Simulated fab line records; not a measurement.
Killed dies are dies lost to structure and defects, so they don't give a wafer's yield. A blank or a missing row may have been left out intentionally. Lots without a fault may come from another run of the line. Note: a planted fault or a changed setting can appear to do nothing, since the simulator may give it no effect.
fab line records	flow nand-harc
[record] lots = 5	wafers = 14	last-day = 32
route steps=1302 shown P_M1@315 P_M2@318 END@1302
lots with no fault: from the same line, run without faults
start-h: hours from the record's opening day to when the first of the lot's shown wafers began	wait-h: time in hours since the lot's previous step	" unchanged from the row above	L1.1+2: one row covering several wafers at once	- no value, or no start was given	* or withheld: withheld	< > ~ a bound
route shown NAME@n: NAME is a module with steps in the file, n the number in the route of the first one	usual: average and standard deviation across the fault-free wafers	same: alike in all rows	chamber/n: place in a boat	sites: the reading at each site	_std_site: their standard deviation	_edge_site: the outer-site mean with the inner-site mean subtracted	radius-mm: how far each site lies from the wafer's centre	mask NAME#n: copy n	behind: the last tool/chamber to shape the wafer	hold: what put the lot on hold/how long, in hours/how the hold closed	device: which transistor (n, p or np) failed to switch	end of line: at the end of the route, the tests of the same wafers	step lacking rows: just its recipe	killed: dies that structure and defects cost at the first sort, which is not the same as the wafer's yield	map: shows each die of a wafer: x if killed, . if not, _ if none is there
set.NAME: the run value of the setting; set.NAME@STEP: its run value at that earlier step	model.NAME: the simulator's own value behind a step, which no gauge read
lots at some steps of the route; a table a step, a row a wafer
services: from which hour (start-h, from the record's first day; less than 0 if before it) a tool's chamber was out of use, for how many hours, and why
[[steps]]
[step NHARC_P_M1_INSPECT_27]
[usual] raw-defect-count = 320/140
lot.wafer	tool	chamber	start-h	wait-h	raw-defect-count
L903.1	defect-inspect-02	-	216.30	0.0	250
L903.5	"	-	"	"	431
L903.6	"	-	"	"	421
L904.3	defect-inspect-02	-	222.09	0.0	252
L904.4	"	-	"	"	284
L904.5	"	-	"	"	486
L906.1	defect-inspect-01	-	253.20	0.0	256
L906.3	"	-	"	"	266
L906.5	"	-	"	"	289
L907.1	defect-inspect-02	-	256.92	0.0	180
L907.3	"	-	"	"	201
L907.6	"	-	"	"	316
L914.3	defect-inspect-02	-	327.60	0.0	451
L914.5	"	-	"	"	333
[step NHARC_P_M1_PRE_CLEAN_32]
[recipe] time-s = 12	temp-c = 370	rf-power-w = 300	gas = NH3
[usual] heater-power-w = 675/51	rf-fwd-power-W = 292.6/0.86	susceptor-temp-C = 370.00/0.23
lot.wafer	tool	chamber	start-h	wait-h	heater-power-w	rf-fwd-power-W	susceptor-temp-C
L903.1	pecvd-04	0	216.39	0.1	573	292.2	370.29
L903.5	"	1	"	"	716	294.0	369.71
L903.6	"	0	"	"	579	291.9	369.93
L904.3	pecvd-04	2	222.17	0.1	642	293.8	370.32
L904.4	"	1	"	"	595	292.9	370.11
L904.5	"	0	"	"	625	292.0	369.76
L906.3	pecvd-04	1	253.31	0.1	679	291.1	369.53
L906.1	"	2	"	"	685	291.7	370.26
L906.5	"	1	"	"	698	292.3	369.62
L907.3	pecvd-01	0	256.98	0.1	680	293.4	370.10
L907.1	"	1	"	"	677	292.7	370.05
L907.6	"	2	"	"	703	293.3	370.24
L914.3	pecvd-04	1	327.70	0.1	781	294.6	370.14
L914.5	"	2	"	"	678	292.9	369.86
[step NHARC_P_M1_DEP_33]
[recipe] target-thk-a = 300	temp-c = 370	target-thk-nm = 30	pressure-torr = 3	flow-sccm = 200	rf-w = 450	material = SiCN
[usual] heater-power-w = 621/49	rf-fwd-power-W = 449.2/1.4	susceptor-temp-C = 370.03/0.2
lot.wafer	tool	chamber	start-h	wait-h	heater-power-w	rf-fwd-power-W	susceptor-temp-C
L903.1	pecvd-04	0	216.53	0.1	606	451.6	370.30
L903.5	"	1	"	"	558	450.8	369.97
L903.6	"	0	"	"	595	451.7	370.14
L904.3	pecvd-04	2	222.28	0.1	645	449.4	370.52
L904.4	"	1	"	"	587	449.0	370.10
L904.5	"	0	"	"	545	449.8	370.54
L906.3	pecvd-04	1	253.42	0.1	650	448.4	369.83
L906.1	"	2	"	"	540	447.1	370.21
L906.5	"	1	"	"	643	450.1	369.94
L907.3	pecvd-01	0	257.06	0.1	538	448.3	369.77
L907.1	"	1	"	"	681	448.4	370.14
L907.6	"	2	"	"	582	449.7	370.04
L914.3	pecvd-04	1	327.84	0.1	692	449.5	369.77
L914.5	"	2	"	"	505	448.8	370.06
[step NHARC_P_M2_DEP_00]
[recipe] target-thk-a = 1825	target-thk-nm = 182.5	temp-c = withheld	pressure-torr = 5	flow-sccm = 200	rf-w = 600	material = SiOC
[step NHARC_P_M2_DEHYDRATE_01]
[recipe] temp-c = 150	time-s = 120
[step NHARC_P_M2_HMDS_02]
[recipe] time-s = 30
[step NHARC_P_M2_COAT_34]
[recipe] temp-c = 200	time-s = 65
[step NHARC_P_M2_COAT_03]
[recipe] spin-rpm = 1500	resist-thk-nm = 90
[step NHARC_P_M2_SOFTBAKE_04]
[recipe] temp-c = 105	time-s = 55
[step NHARC_P_M2_EBR_05]
[step NHARC_P_M2_EXPOSE_06]
[recipe] na = 1.35	target-cd-nm = 170	dose-mj = 80.78	mask-id = P_M2
[step NHARC_P_M2_PEB_07]
[recipe] peb-temp-c = 100	peb-time-s = 65
[usual] resist-line-temp-C = 23.00/0.1
lot.wafer	tool	chamber	start-h	wait-h	resist-line-temp-C
L903.1	litho-track-06	0	217.62	0.1	23.00
L903.5	"	0	"	"	23.01
L903.6	"	0	"	"	23.16
L904.3	litho-track-04	0	223.29	0.0	23.18
L904.4	"	0	"	"	23.02
L904.5	"	0	"	"	23.08
L906.1	litho-track-04	0	254.52	0.1	23.02
L906.3	"	0	"	"	22.95
L906.5	"	0	"	"	22.84
L907.1	litho-track-01	0	258.11	0.1	23.07
L907.3	"	0	"	"	22.96
L907.6	"	0	"	"	23.10
L914.3	litho-track-06	0	328.92	0.0	22.87
L914.5	"	0	"	"	22.96
[step NHARC_P_M2_DEVELOP_08]
[recipe] develop-time-s = 35	dev-temp-c = 23
[step NHARC_P_M2_CD_MEAS_09]
[recipe] target-cd-nm = 170	landing-energy-ev = 500
[usual] cd-nm = 170.1/0.66
lot.wafer	tool	chamber	start-h	wait-h	cd-nm
L903.1	cd-sem-03	0	217.70	-	170.7
L903.5	"	0	"	"	170.4
L903.6	"	0	"	"	170.2
L904.3	cd-sem-01	0	223.37	-	170.4
L904.4	"	0	"	"	170.1
L904.5	"	0	"	"	170.6
L906.1	cd-sem-02	0	254.60	-	170.4
L906.3	"	0	"	"	170.3
L906.5	"	0	"	"	171.0
L907.1	cd-sem-03	0	258.19	-	170.5
L907.3	"	0	"	"	170.3
L907.6	"	0	"	"	170.2
L914.3	cd-sem-01	0	329.00	-	171.1
L914.5	"	0	"	"	170.1
[step NHARC_P_M2_OVL_MEAS_10]
[recipe] pitch-nm = 340
[usual] overlay-x-nm = 0.1/0.6	overlay-y-nm = -0.1/0.75
lot.wafer	tool	chamber	start-h	wait-h	overlay-x-nm	overlay-y-nm
L903.1	overlay-01	-	217.79	-	-0.1	0.5
L903.5	"	-	"	"	0.0	0.2
L903.6	"	-	"	"	-0.1	0.4
L904.3	overlay-01	-	223.45	-	0.3	-1.1
L904.4	"	-	"	"	0.9	-1.2
L904.5	"	-	"	"	0.1	-1.4
L906.1	overlay-01	-	254.69	-	0.0	0.0
L906.3	"	-	"	"	0.9	-0.4
L906.5	"	-	"	"	0.0	0.0
L907.1	overlay-01	-	258.28	-	-0.1	-0.5
L907.3	"	-	"	"	0.0	-1.0
L907.6	"	-	"	"	-0.2	-0.8
L914.3	overlay-01	-	329.09	-	-0.8	-0.5
L914.5	"	-	"	"	-0.2	-0.4
[step NHARC_P_M2_INSPECT_11]
[usual] raw-defect-count = 4.9/2.8
lot.wafer	tool	chamber	start-h	wait-h	raw-defect-count
L903.1	defect-inspect-02	-	217.82	0.0	4
L903.5	"	-	"	"	8
L903.6	"	-	"	"	10
L904.3	defect-inspect-02	-	223.49	0.0	7
L904.4	"	-	"	"	6
L904.5	"	-	"	"	9
L906.1	defect-inspect-01	-	254.72	0.0	10
L906.3	"	-	"	"	8
L906.5	"	-	"	"	7
L907.1	defect-inspect-01	-	258.32	0.0	3
L907.3	"	-	"	"	7
L907.6	"	-	"	"	2
L914.3	defect-inspect-02	-	329.12	0.0	5
L914.5	"	-	"	"	3
[step NHARC_P_M2_DESCUM_14]
[recipe] time-s = 3	o2-flow-sccm = 200	ar-flow-sccm = 0	bias-power-w = 0	chemistry = O2
[usual] chamber-pressure-mTorr = 60.01/0.057	drypump-motor-current-A = 5.7/0.56	oes-product-au = 1.005/0.012	rf-vpp-V = 57.9/0.93	showerhead-plenum-p-Torr = 1.93/0.073	throttle-valve-pct = 11.311/0.0095
lot.wafer	tool	chamber	start-h	wait-h	chamber-pressure-mTorr	drypump-motor-current-A	oes-product-au	rf-hours-counter-h	rf-vpp-V	showerhead-plenum-p-Torr	throttle-valve-pct	model.P_M2.cd-nm
L903.1	rie-diel-13	3	217.90	0.1	60.07	4.8	0.992	3.7	58.7	2.01	11.309	170.6
L903.6	"	1	"	"	60.02	5.3	0.999	-	59.6	2.03	11.313	169.9
L903.5	"	2	"	"	60.03	5.5	0.999	-	58.4	1.92	11.321	170.9
L904.3	rie-diel-13	0	223.57	0.1	60.02	5.8	1.023	3.4	58.8	1.84	11.312	171.1
L904.4	"	1	"	"	60.01	5.3	1.002	2.9	58.2	2.03	11.322	169.7
L904.5	"	3	"	"	60.03	4.8	1.012	-	58.6	2.01	11.311	171.1
L906.3	rie-diel-13	3	254.79	0.1	59.88	4.9	1.002	4.8	57.7	2.01	11.305	170.8
L906.1	"	1	"	"	59.96	5.3	0.993	4.5	58.8	2.03	11.304	169.8
L906.5	"	2	"	"	60.07	5.5	1.002	-	57.4	1.92	11.303	171.6
L907.1	rie-diel-09	0	258.39	0.1	59.97	6.5	1.004	5.7	56.9	1.86	11.294	170.1
L907.3	"	1	"	"	59.94	5.7	0.997	6.2	57.4	1.78	11.306	170.1
L907.6	"	2	"	"	59.98	5.5	0.986	-	57.5	1.80	11.315	170.1
L914.3	rie-diel-07	3	329.20	0.1	59.97	5.5	1.004	1.2	57.1	1.87	11.308	171.3
L914.5	"	0	"	"	59.93	5.0	1.004	-	58.7	1.91	11.302	169.7
[step NHARC_P_M2_ETCH_35]
[recipe] target-depth-a = 400	overetch-a = 120	time-s = 43.94	ion-energy-ev = 200	n2-flow-sccm = 150	h2-flow-sccm = 150	ar-flow-sccm = 0	rf-w = 400	bias-w = 150	chemistry = N2/H2
[usual] chamber-pressure-mTorr = 30.000/0.029	drypump-motor-current-A = 5.7/0.54	h2-flow-sccm = 150.0/0.39	oes-product-au = 1.005/0.0098	rf-fwd-power-W = 394.7/1.6	rf-vpp-V = 430.8/2.4	showerhead-plenum-p-Torr = 2.05/0.082	throttle-valve-pct = 14.172/0.0087
lot.wafer	tool	chamber	start-h	wait-h	chamber-pressure-mTorr	drypump-motor-current-A	h2-flow-sccm	oes-product-au	rf-fwd-power-W	rf-hours-counter-h	rf-vpp-V	showerhead-plenum-p-Torr	throttle-valve-pct
L903.1	rie-diel-13	3	217.99	0.1	30.050	4.9	149.7	1.000	391.1	3.7	434.5	2.15	14.164
L903.5	"	0	"	"	29.985	5.9	150.1	1.018	391.2	-	427.8	1.96	14.170
L903.6	"	1	"	"	29.960	5.4	150.1	0.999	394.5	-	433.0	2.17	14.169
L904.3	rie-diel-13	0	223.64	0.1	30.033	5.9	150.3	1.007	393.7	3.4	427.4	1.96	14.177
L904.4	"	1	"	"	29.929	5.4	150.2	0.992	393.9	2.9	434.7	2.17	14.184
L904.5	"	3	"	"	29.965	4.9	150.1	0.991	392.6	-	433.3	2.15	14.168
L906.3	rie-diel-13	3	254.88	0.1	29.919	4.9	150.1	1.005	392.5	4.8	435.4	2.15	14.172
L906.1	"	0	"	"	29.949	5.8	150.3	1.016	393.6	4.9	428.8	1.96	14.175
L906.5	"	3	"	"	30.002	4.8	150.9	1.008	392.9	-	434.3	2.15	14.163
L907.3	rie-diel-09	2	258.47	0.1	30.011	5.5	149.7	0.998	393.0	5.3	425.4	1.91	14.182
L907.1	"	3	"	"	30.027	5.4	149.9	0.992	395.3	5.0	435.3	2.20	14.184
L907.6	"	1	"	"	29.978	5.7	149.8	1.004	395.4	-	428.3	1.90	14.163
L914.3	rie-diel-07	3	329.28	0.1	29.947	5.5	150.9	1.014	392.7	1.2	429.2	1.99	14.173
L914.5	"	3	"	"	29.970	5.5	149.2	0.998	395.1	-	428.6	1.99	14.169
[step NHARC_END_SORT_01]
[recipe] temp-c = 25
[usual] defect-limited-yield = 91.1/2.7	killed-at-array = 55/19	killed-at-other = 0.6/0.99	killed-at-periphery = 4.2/2.6	killed-dies = 60/18	killed-open = 3.4/1.7	killed-short = 2.3/1.5
[same] gross-dies = 677
lot.wafer	tool	chamber	start-h	wait-h	defect-limited-yield[%]	killed-at-array	killed-at-other	killed-at-periphery	killed-dies	killed-open	killed-short
L904.3	prober-02	0	647.00	3.1	90.8	54	0	8	62	2	1
L904.4	prober-02	0	647.80	3.4	91.1	57	0	3	60	5	1
L904.5	prober-02	0	648.61	3.7	88.8	66	0	10	76	3	3
L914.3	prober-01	0	763.18	3.1	91.1	54	0	6	60	2	1
// killed by level:class
L904.3 A_CHANNEL_HOLE_D1:chamber-film-flake=32 A_CHANNEL_HOLE_D2:chamber-film-flake=9 P_BONDPAD:chamber-film-flake=6 A_CONTACT:chamber-film-flake=4 P_GATE:chamber-film-flake=2 A_CHANNEL_FILL_D1:chamber-film-flake=2 A_SLIT:chamber-film-flake=2 A_SOURCE_PLATE:geometric-particle:open=1
L904.4 A_CHANNEL_HOLE_D1:chamber-film-flake=21 A_CHANNEL_HOLE_D2:chamber-film-flake=12 A_CONTACT:chamber-film-flake=5 A_CHANNEL_FILL_D1:chamber-film-flake=4 A_WL_FILL:chamber-film-flake=3 A_DECK1_JOINT:chamber-film-flake=2 A_CHANNEL_FILL_D2:chamber-film-flake=2 A_SLIT:chamber-film-flake=2
L904.5 A_CHANNEL_HOLE_D1:chamber-film-flake=28 A_CHANNEL_HOLE_D2:chamber-film-flake=16 P_BONDPAD:chamber-film-flake=5 A_CONTACT:chamber-film-flake=4 A_CHANNEL_FILL_D1:chamber-film-flake=4 A_SLIT:chamber-film-flake=4 A_STAIRCASE:chamber-film-flake=3 P_CONTACT:geometric-particle:open=1
L914.3 A_CHANNEL_HOLE_D2:chamber-film-flake=19 A_CHANNEL_HOLE_D1:chamber-film-flake=12 A_SLIT:chamber-film-flake=10 P_M2:chamber-film-flake=4 A_DECK1_JOINT:chamber-film-flake=3 A_STAIRCASE:chamber-film-flake=3 A_WL_FILL:chamber-film-flake=2 A_CONTACT:chamber-film-flake=2
[[services]]
tool	chamber	start-h	hours	kind
rie-diel-13	0	198.97	-	clean
rie-diel-13	1	198.97	-	clean
rie-diel-13	2	198.97	-	clean
rie-diel-13	3	198.97	-	clean
litho-track-04	-	203.00	7.0	pm
rie-diel-07	2	207.35	4.1	repair
rie-diel-07	-	223.36	2.2	repair
rie-diel-13	0	223.47	-	clean
rie-diel-09	0	227.22	16.6	repair
rie-diel-09	2	227.75	3.5	repair
pecvd-01	0	244.33	8.0	repair
rie-diel-07	1	265.40	6.0	repair
pecvd-04	1	267.62	12.7	repair
pecvd-04	-	269.00	13.0	pm
pecvd-04	0	269.00	13.0	vent-cycle
pecvd-04	2	269.00	13.0	vent-cycle
pecvd-04	0	282.00	-	clean
pecvd-04	1	282.00	-	clean
pecvd-04	2	282.00	-	clean
rie-diel-07	-	294.23	9.0	pm
pecvd-01	-	311.00	13.0	pm
rie-diel-09	2	311.39	3.0	repair
rie-diel-09	-	320.13	9.0	pm
rie-diel-07	2	329.07	2.6	repair
[[key]]
first-sign none at tools or gauges
[model-effect] step = NHARC_P_M2_DESCUM_14	value = P_M2.cd-nm	without = 170.1	struck = 171.3
met-at NHARC_P_M2_PEB_07
struck-wafers L914.3
onset-between 217.62 328.92
[fault] kind = process-parameter-drift	tool = litho-track-06	chamber = -	onset-h = 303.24	steps = NHARC_P_M2_PEB_07	channel = peb-time-s	offset = *	shape = step	end-h = 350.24	scope = struck-wafers-only	acts-in = *	stated = *
